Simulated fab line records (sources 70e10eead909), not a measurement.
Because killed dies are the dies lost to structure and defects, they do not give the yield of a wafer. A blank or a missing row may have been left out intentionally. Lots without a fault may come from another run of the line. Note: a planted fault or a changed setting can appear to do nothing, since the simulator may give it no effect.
Matching of chambers    flow nand-harc    3 sister chambers for NHARC_A_STAIRCASE_DEP_156 on pecvd-04
The step deposits SiNx, target thk 50 nm. 3 wafers are shown with their chamber, then 8 later ones without.

## WAFERS, EACH WITH ITS CHAMBER
wafer   chamber  heater-power-w (W)
L089.2  0        661
L089.6  2        567
L090.1  1        674

## WAFERS WHOSE CHAMBER IS MISSING
wafer   heater-power-w (W)
L090.4  575
L090.6  607
L093.1  675
L093.2  587
L093.5  649
L096.2  605
L096.4  721
L096.6  604

## CHAMBER TAKEN BY EACH
wafer    from the rows above            in truth
L090.4   2                              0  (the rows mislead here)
L090.6   can't be placed: 2 or 0 or 1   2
L093.1   can't be placed: 1 or 0        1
L093.2   can't be placed: 2 or 0        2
L093.5   can't be placed: 0 or 1        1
L096.2   can't be placed: 2 or 0 or 1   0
L096.4   can't be placed: 1 or 0        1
L096.6   can't be placed: 2 or 0 or 1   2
Correctly placed: 0 of 8. From these rows, 7 cannot be placed; in 7 the true chamber is one of the candidates. 1 placed wrongly.
How it was worked out, from the rows above alone: a wafer's distance from a chamber is the root of the sum, over the readings, of the square of ((its reading less the chamber's mean) divided by the reading's scatter). If the next closest chamber is less than 2 further off than the closest, the wafer can't be placed; otherwise it belongs to the closest. Each chamber's mean is taken over the wafers shown for it. The scatter: root of mean squared gap, hidden wafer to nearest shown wafer, with one shown wafer a chamber.
